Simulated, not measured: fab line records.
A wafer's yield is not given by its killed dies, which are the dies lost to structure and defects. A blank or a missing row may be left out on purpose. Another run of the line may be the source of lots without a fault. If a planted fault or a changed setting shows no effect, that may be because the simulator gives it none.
fab line records | flow nandHarc
record: lots: 12 | wafers: 35 | lastDay: 33
route steps=1302 shown A_BONDPAD@1223 HYBRID_BOND@1242 THIN_TSV@1274 END@1302
lots that met no fault: taken from a fault-free run of the same line
startH: hours from the record's first day to the start of the lot's first wafer shown | waitH: how many hours have passed since the lot's step before this one | " same as the row above | L1.1+2: a row that stands for several wafers | - no value, or no start given | * or withheld: withheld | < > ~ a bound
route shown NAME@n: NAME is a module with steps in the file, n the number in the route of the first one | usual: average and standard deviation across the fault-free wafers | same: alike in all rows | chamber/n: place in a boat | sites: each site's reading | _std_site: standard deviation across them | _edge_site: mean of outer sites minus mean of inner sites | radiusMm: how far each site lies from the wafer's centre | mask NAME#n: copy n | behind: the most recent tool/chamber to have shaped the wafer | hold: why the lot was held/for how many hours/how that ended | device: whichever transistor did not switch (one of n, p or np) | end of line: at the end of the route, the tests of the same wafers | a step given without rows: its recipe and nothing more | killed: count of dies lost to structure and defects at first sort (not the wafer's yield) | map: the dies of a wafer, with x for killed, . for not killed, _ for no die there
set.NAME: setting as actually run; set.NAME@STEP: the setting as run at that earlier step | model.NAME: the simulator's own value behind a step, which no gauge read
a sample of lots followed through the steps of the route, with each step as a table and each wafer as a row
services: from which hour (startH, from the record's first day; less than 0 if before it) a tool's chamber was out of use, for how many hours, and why
== steps ==
step: NHARC_A_BONDPAD_ETCH_24
recipe: targetDepthA: 300 | overEtchFrac: 0.3 | timeS: 72.99 | ionEnergyEv: 150 | cf4FlowSccm: 50 | n2FlowSccm: 100 | arFlowSccm: 150 | rfW: 300 | biasW: 100 | chemistry: CF4/N2
usual: biasW: 99.99/0.3 | drypumpMotorCurrentA: 5.75/0.27 | oesProductAu: 0.997/0.0063 | rfVppV: 315.1/1.7 | showerheadPlenumPTorr: 2.68/0.089 | throttleValvePct: 19.794/0.0093
lot.wafer | tool       | chamber | startH | waitH | biasW  | drypumpMotorCurrentA | oesProductAu | rfHoursCounterH | rfVppV | showerheadPlenumPTorr | throttleValvePct
L564.1    | rieDiel-13 | 0       | -      | -     | 99.39  | 5.43                 | 0.985        | 4               | 314.3  | 2.60                  | 19.779
L564.5    | "          | 2       | "      | "     | 100.56 | 6.05                 | 0.988        | -               | 311.8  | 2.53                  | 19.798
L564.6    | "          | 3       | "      | "     | 99.81  | 5.79                 | 0.998        | -               | 317.0  | 2.77                  | 19.797
L568.1    | rieDiel-13 | 2       | -      | -     | 99.84  | 6.03                 | 0.990        | 7               | 312.1  | 2.53                  | 19.788
L568.4    | "          | 0       | "      | "     | 100.21 | 5.44                 | 1.003        | 8               | 311.6  | 2.60                  | 19.778
L568.5    | "          | 2       | "      | "     | 99.90  | 6.01                 | 0.986        | -               | 313.6  | 2.53                  | 19.780
L570.2    | rieDiel-03 | 0       | -      | -     | 99.81  | 5.46                 | 0.998        | 3               | 315.3  | 2.80                  | 19.789
L570.1    | "          | 2       | "      | "     | 100.08 | 5.74                 | 1.003        | 4               | 316.0  | 2.76                  | 19.811
L579.4    | rieDiel-13 | 3       | -      | -     | 100.23 | 5.80                 | 1.002        | 22              | 316.6  | 2.77                  | 19.797
L579.3    | "          | 0       | "      | "     | 100.21 | 5.45                 | 0.987        | 21              | 314.3  | 2.60                  | 19.802
L579.5    | "          | 3       | "      | "     | 99.97  | 5.81                 | 0.994        | -               | 316.4  | 2.77                  | 19.779
L580.1    | rieDiel-09 | 2       | -      | -     | 100.11 | 5.76                 | 1.005        | 42              | 313.1  | 2.56                  | 19.804
L580.5    | "          | 3       | "      | "     | 99.90  | 5.21                 | 1.002        | -               | 313.2  | 2.59                  | 19.782
L580.6    | "          | 0       | "      | "     | 99.79  | 5.78                 | 1.002        | -               | 317.2  | 2.69                  | 19.790
L577.2    | rieDiel-03 | 1       | -      | -     | 100.21 | 6.25                 | 0.994        | 0               | 314.0  | 2.65                  | 19.772
L577.4    | "          | 2       | "      | "     | 100.61 | 5.74                 | 0.989        | 0               | 315.3  | 2.76                  | 19.791
L577.5    | "          | 0       | "      | "     | 99.94  | 5.49                 | 0.992        | -               | 317.2  | 2.80                  | 19.791
L583.2    | rieDiel-03 | 3       | -      | -     | 99.76  | 5.78                 | 0.994        | 1               | 315.8  | 2.70                  | 19.791
L583.3    | "          | 1       | "      | "     | 99.72  | 6.28                 | 0.993        | 1               | 314.9  | 2.65                  | 19.788
L583.4    | "          | 2       | "      | "     | 100.05 | 5.74                 | 0.994        | 1               | 317.2  | 2.76                  | 19.787
L582.4    | rieDiel-03 | 1       | -      | -     | 100.15 | 6.20                 | 1.011        | 1               | 315.4  | 2.65                  | 19.803
L582.1    | "          | 2       | "      | "     | 100.48 | 5.73                 | 0.993        | 1               | 316.7  | 2.76                  | 19.778
L582.2    | "          | 3       | "      | "     | 99.70  | 5.76                 | 1.005        | 1               | 314.2  | 2.70                  | 19.799
L581.1    | rieDiel-03 | 0       | -      | -     | 100.10 | 5.48                 | 1.005        | 1               | 316.7  | 2.80                  | 19.782
L581.4    | "          | 1       | "      | "     | 100.04 | 6.24                 | 0.998        | 1               | 315.3  | 2.65                  | 19.791
L581.3    | "          | 2       | "      | "     | 99.65  | 5.73                 | 0.995        | 1               | 316.1  | 2.76                  | 19.798
L586.4    | rieDiel-03 | 2       | -      | -     | 99.51  | 5.72                 | 0.986        | 2               | 315.0  | 2.76                  | 19.786
L586.5    | "          | 1       | "      | "     | 99.83  | 6.24                 | 0.992        | -               | 315.1  | 2.65                  | 19.778
L586.6    | "          | 2       | "      | "     | 99.90  | 5.75                 | 0.986        | -               | 317.6  | 2.76                  | 19.789
L585.4    | rieDiel-03 | 0       | -      | -     | 99.91  | 5.48                 | 0.995        | 2               | 316.6  | 2.80                  | 19.798
L585.3    | "          | 1       | "      | "     | 99.81  | 6.19                 | 0.993        | 2               | 314.4  | 2.65                  | 19.801
L585.1    | "          | 2       | "      | "     | 99.57  | 5.73                 | 1.004        | 2               | 315.9  | 2.76                  | 19.779
L587.4    | rieDiel-13 | 0       | -      | -     | 100.15 | 5.37                 | 0.994        | 9               | 312.4  | 2.59                  | 19.793
L587.1    | "          | 1       | "      | "     | 99.97  | 5.54                 | 0.996        | 6               | 312.6  | 2.58                  | 19.799
L587.6    | "          | 1       | "      | "     | 99.93  | 5.58                 | 1.005        | -               | 313.6  | 2.58                  | 19.803
step: NHARC_HYBRID_BOND_OVL_MEAS_05
usual: overlayXNm: -3/31 | overlayYNm: -2/35
lot.wafer | tool       | chamber | startH | waitH | overlayXNm | overlayYNm
L564.1    | overlay-02 | -       | 553.66 | 0.4   | 14         | -10
L564.5    | "          | -       | "      | "     | 42         | 37
L564.6    | "          | -       | "      | "     | 18         | -7
L568.1    | overlay-01 | -       | 571.16 | 0.4   | 8          | -44
L568.4    | "          | -       | "      | "     | -42        | 47
L568.5    | "          | -       | "      | "     | -12        | 24
L570.1    | overlay-01 | -       | 584.71 | 0.4   | -110       | -29
L570.2    | "          | -       | "      | "     | -49        | -57
L580.1    | overlay-02 | -       | 680.53 | 0.4   | 42         | 36
L580.5    | "          | -       | "      | "     | -65        | 1
L580.6    | "          | -       | "      | "     | -73        | 60
L579.3    | overlay-01 | -       | 680.53 | 0.4   | -16        | -8
L579.4    | "          | -       | "      | "     | 6          | 33
L579.5    | "          | -       | "      | "     | 8          | 27
L577.2    | overlay-02 | -       | 680.54 | 0.4   | -11        | 0
L577.4    | "          | -       | "      | "     | -16        | 32
L577.5    | "          | -       | "      | "     | -26        | -31
L582.1    | overlay-01 | -       | 723.35 | 0.4   | -9         | -25
L582.2    | "          | -       | "      | "     | -10        | -63
L582.4    | "          | -       | "      | "     | -11        | 77
L583.2    | overlay-02 | -       | 723.35 | 0.4   | -51        | -15
L583.3    | "          | -       | "      | "     | 0          | 13
L583.4    | "          | -       | "      | "     | -41        | 11
L581.1    | overlay-02 | -       | 735.10 | 0.4   | -36        | -47
L581.3    | "          | -       | "      | "     | 31         | 7
L581.4    | "          | -       | "      | "     | -62        | -13
L586.4    | overlay-02 | -       | 753.33 | 0.4   | -36        | -46
L586.5    | "          | -       | "      | "     | -4         | 44
L586.6    | "          | -       | "      | "     | 35         | 6
L585.1    | overlay-02 | -       | 753.33 | 0.4   | 12         | 22
L585.3    | "          | -       | "      | "     | -3         | -32
L585.4    | "          | -       | "      | "     | -6         | 6
L587.1    | overlay-01 | -       | 769.81 | 0.4   | 18         | 30
L587.4    | "          | -       | "      | "     | -12        | -39
L587.6    | "          | -       | "      | "     | 40         | 14
step: NHARC_THIN_TSV_ECD_20
recipe: targetThkA: 20000 | material: Cu
lot.wafer  | tool     | chamber | startH | waitH
L564.1+5+6 | ecdCu-02 | 0,0,1   | 559.52 | -
L568.1+4+5 | ecdCu-01 | 0,1,0   | 578.46 | -
L570.1+2   | ecdCu-01 | 1,0     | 590.77 | -
L580.1+6+5 | ecdCu-01 | 0,1,0   | 686.67 | -
L579.4+3+5 | ecdCu-02 | 1,0,1   | 687.96 | -
L577.2+4+5 | ecdCu-02 | 0       | 689.09 | -
L583.2+3+4 | ecdCu-01 | 1,0,1   | 729.45 | -
L582.1+2+4 | ecdCu-02 | 1,0,1   | 730.68 | -
L581.1+4+3 | ecdCu-01 | 0,1,0   | 741.52 | -
L586.4+6+5 | ecdCu-01 | 0,0,1   | 760.89 | -
L585.1+4+3 | ecdCu-01 | 0,1,0   | 761.77 | -
L587.1+4+6 | ecdCu-01 | 0       | 775.85 | -
step: NHARC_THIN_TSV_CD_MEAS_37
usual: cdNm: 5000.3/2.1
lot.wafer | tool     | chamber | startH | waitH | cdNm
L564.1    | cdSem-01 | -       | 563.63 | -     | 5000.4
L564.5    | "        | -       | "      | "     | 5001.0
L564.6    | "        | -       | "      | "     | 5002.8
L568.1    | cdSem-03 | -       | 582.46 | -     | 5000.1
L568.4    | "        | -       | "      | "     | 4999.1
L568.5    | "        | -       | "      | "     | 4999.2
L570.1    | cdSem-03 | -       | 594.88 | -     | 5002.8
L570.2    | "        | -       | "      | "     | 5002.4
L580.1    | cdSem-01 | -       | 690.97 | -     | 4997.4
L580.5    | "        | -       | "      | "     | 4999.7
L580.6    | "        | -       | "      | "     | 4998.4
L579.3    | cdSem-03 | -       | 691.91 | -     | 4997.6
L579.4    | "        | -       | "      | "     | 5001.9
L579.5    | "        | -       | "      | "     | 4999.9
L577.2    | cdSem-01 | -       | 693.24 | -     | 4998.4
L577.4    | "        | -       | "      | "     | 4997.7
L577.5    | "        | -       | "      | "     | 4997.0
L583.2    | cdSem-02 | -       | 733.57 | -     | 5002.1
L583.3    | "        | -       | "      | "     | 5004.7
L583.4    | "        | -       | "      | "     | 5003.1
L582.1    | cdSem-03 | -       | 734.92 | -     | 4997.9
L582.2    | "        | -       | "      | "     | 5001.6
L582.4    | "        | -       | "      | "     | 5000.2
L581.1    | cdSem-01 | -       | 745.90 | -     | 4997.5
L581.3    | "        | -       | "      | "     | 5001.2
L581.4    | "        | -       | "      | "     | 4999.9
L586.4    | cdSem-01 | -       | 764.81 | -     | 4999.8
L586.5    | "        | -       | "      | "     | 5000.0
L586.6    | "        | -       | "      | "     | 4999.8
L585.1    | cdSem-01 | -       | 765.80 | -     | 5000.7
L585.3    | "        | -       | "      | "     | 5001.2
L585.4    | "        | -       | "      | "     | 4997.0
L587.1    | cdSem-02 | -       | 779.94 | -     | 5001.9
L587.4    | "        | -       | "      | "     | 5001.4
L587.6    | "        | -       | "      | "     | 5002.1
step: NHARC_END_SORT_01
recipe: tempC: 25
usual: defectLimitedYield: 91.4/2.4 | killedAtArray: 54/16 | killedAtOther: 0.6/0.86 | killedAtPeriphery: 3.8/2.6 | killedDies: 58/16 | killedOpen: 3.3/1.8 | killedShort: 2.7/1.7 | sort_bin_2_pct: 3.1/1.1 | sort_bin_3_pct: 0.7/0.39 | sort_bin_4_pct: 4.8/1.3 | sortNPass: 619/16 | sortRimYieldPct: 89/6 | sortYieldPct: 91.4/2.4
same: grossDies: 677 | sort_bin_5_pct[%]: 0 | sort_bin_6_pct[%]: 0 | sort_bin_7_pct[%]: 0 | sort_bin_8_pct[%]: 0 | sortRimNGross: 106.00
lot.wafer | tool      | chamber | startH | waitH | defectLimitedYield[%] | killedAtArray | killedAtOther | killedAtPeriphery | killedDies | killedOpen | killedShort | sort_bin_2_pct[%] | sort_bin_3_pct[%] | sort_bin_4_pct[%] | sortNPass | sortRimYieldPct[%] | sortYieldPct[%]
L570.1    | prober-02 | 0       | 602.46 | 2.5   | 0                     | 75            | 598           | 4                 | 677        | 4          | 6           | 93.2              | 0.6               | 6.2               | 0         | 0                  | 0
L570.2    | prober-02 | 0       | 603.25 | 2.8   | 87.1                  | 84            | 0             | 3                 | 87         | 3          | 4           | 5.5               | 1.0               | 6.4               | 590       | 97                 | 87.1
L577.2    | prober-02 | 0       | 709.45 | 2.8   | 91.4                  | 54            | 0             | 4                 | 58         | 4          | 5           | 2.4               | 0.7               | 5.5               | 619       | 90                 | 91.4
L577.4    | prober-02 | 0       | 711.03 | 3.4   | 92.2                  | 52            | 0             | 1                 | 53         | 2          | 3           | 3.2               | 0.1               | 4.4               | 624       | 93                 | 92.2
L577.5    | prober-02 | 0       | 711.82 | 3.7   | 91.7                  | 53            | 0             | 3                 | 56         | 6          | 4           | 2.5               | 0.7               | 5.0               | 621       | 96                 | 91.7
killed by level:class
L570.1 THIN_TSV:areaEcd=597 A_CHANNEL_HOLE_D2:chamberFilmFlake=31 A_CHANNEL_HOLE_D1:chamberFilmFlake=30 A_CHANNEL_FILL_D1:geometricParticle:short=3 A_STAIRCASE:chamberFilmFlake=3 P_STI:geometricParticle:open=1 P_M2:geometricParticle:short=1 A_CHANNEL_FILL_D1:geometricParticle:open=1
L570.2 A_CHANNEL_HOLE_D1:chamberFilmFlake=37 A_CHANNEL_HOLE_D2:chamberFilmFlake=33 A_STAIRCASE:chamberFilmFlake=5 A_CHANNEL_FILL_D1:geometricParticle:short=2 P_CONTACT:geometricParticle:open=1 A_ONON_D1:geometricParticle:open=1 A_CHANNEL_FILL_D1:geometricParticle:open=1 A_SGD_CUT:geometricParticle:short=1
L577.2 A_CHANNEL_HOLE_D1:chamberFilmFlake=35 P_GATE:chamberFilmFlake=3 A_M1:chamberFilmFlake=3 A_ONON_D1:geometricParticle:short=2 A_WL_FILL:geometricParticle:short=2 A_CONTACT:chamberFilmFlake=2 P_CONTACT:geometricParticle:open=1 A_CHANNEL_HOLE_D1:geometricParticle:short=1
L577.4 A_CHANNEL_HOLE_D1:chamberFilmFlake=29 A_STAIRCASE:chamberFilmFlake=7 A_CHANNEL_FILL_D1:chamberFilmFlake=4 A_CONTACT:chamberFilmFlake=4 A_WL_FILL:geometricParticle:short=2 A_SLIT:chamberFilmFlake=2 P_M1:geometricParticle:open=1 A_ONON_D1:geometricParticle:short=1
L577.5 A_CHANNEL_HOLE_D1:chamberFilmFlake=34 A_STAIRCASE:chamberFilmFlake=4 A_DECK1_JOINT:geometricParticle:open=2 A_WL_FILL:geometricParticle:short=2 A_WL_FILL:geometricParticle:open=2 P_ZERO_WELL:chamberFilmFlake=2 A_SLIT:chamberFilmFlake=2 P_CONTACT:geometricParticle:open=1
== services ==
tool       | chamber | startH | hours | kind
rieDiel-13 | -       | 521.78 | 9.0   | pm
rieDiel-09 | 2       | 528.34 | 13.0  | repair
rieDiel-03 | 0       | 540.80 | -     | clean
rieDiel-03 | 1       | 540.80 | -     | clean
rieDiel-03 | 2       | 540.80 | -     | clean
rieDiel-03 | 3       | 540.80 | -     | clean
rieDiel-03 | 0       | 565.33 | -     | clean
rieDiel-03 | 1       | 565.33 | -     | clean
rieDiel-03 | 2       | 565.33 | -     | clean
ecdCu-02   | -       | 580.82 | 1.6   | repair
ecdCu-02   | -       | 596.27 | 8.0   | pm
rieDiel-03 | 3       | 596.46 | 5.7   | repair
rieDiel-03 | 3       | 615.38 | 18.9  | repair
rieDiel-03 | -       | 635.30 | 9.0   | pm
ecdCu-01   | -       | 640.40 | 0.3   | repair
rieDiel-13 | -       | 671.11 | 0.3   | repair
rieDiel-09 | -       | 676.46 | 9.0   | pm
ecdCu-01   | -       | 688.27 | 8.0   | pm
rieDiel-13 | 2       | 692.40 | 2.7   | repair
rieDiel-13 | -       | 698.78 | 9.0   | pm
ecdCu-01   | -       | 738.29 | 1.5   | repair
ecdCu-02   | -       | 741.38 | 1.4   | repair
rieDiel-13 | 1       | 742.99 | 11.7  | repair
ecdCu-02   | -       | 772.27 | 8.0   | pm
== key ==
firstSign: step: NHARC_END_SORT_01 | reading: killedAtOther | direction: up | sigmas: 99+ | usual: 0.6 | struck: 598
effect: step: NHARC_END_SORT_01 | reading: sort_bin_2_pct | direction: up | sigmas: 82 | usual: 3.1 | struck: 93.2
moreKillsBornAt: NHARC_THIN_TSV_ECD_20@ecdCu-01: 597
metAt NHARC_THIN_TSV_ECD_20
struckLots L570
struckWafers L570.1
laterRowsLeftOut L570.1
notActingAt NHARC_A_BONDPAD_ETCH_24,NHARC_HYBRID_BOND_OVL_MEAS_05,NHARC_THIN_TSV_CD_MEAS_37
onsetBetween 578.46 590.77
fault: kind: processParameterDrift | tool: ecdCu-01 | chamber: - | onsetH: 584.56 | steps: NHARC_THIN_TSV_ECD_20 | channel: targetThkA | offset: * | shape: step | endH: 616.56 | scope: struckWafersOnly | actsIn: * | stated: *
laterRowsLeftOut: the simulator's readings of these wafers behind a module that went badly wrong aren't trusted and aren't shown, but for the sort
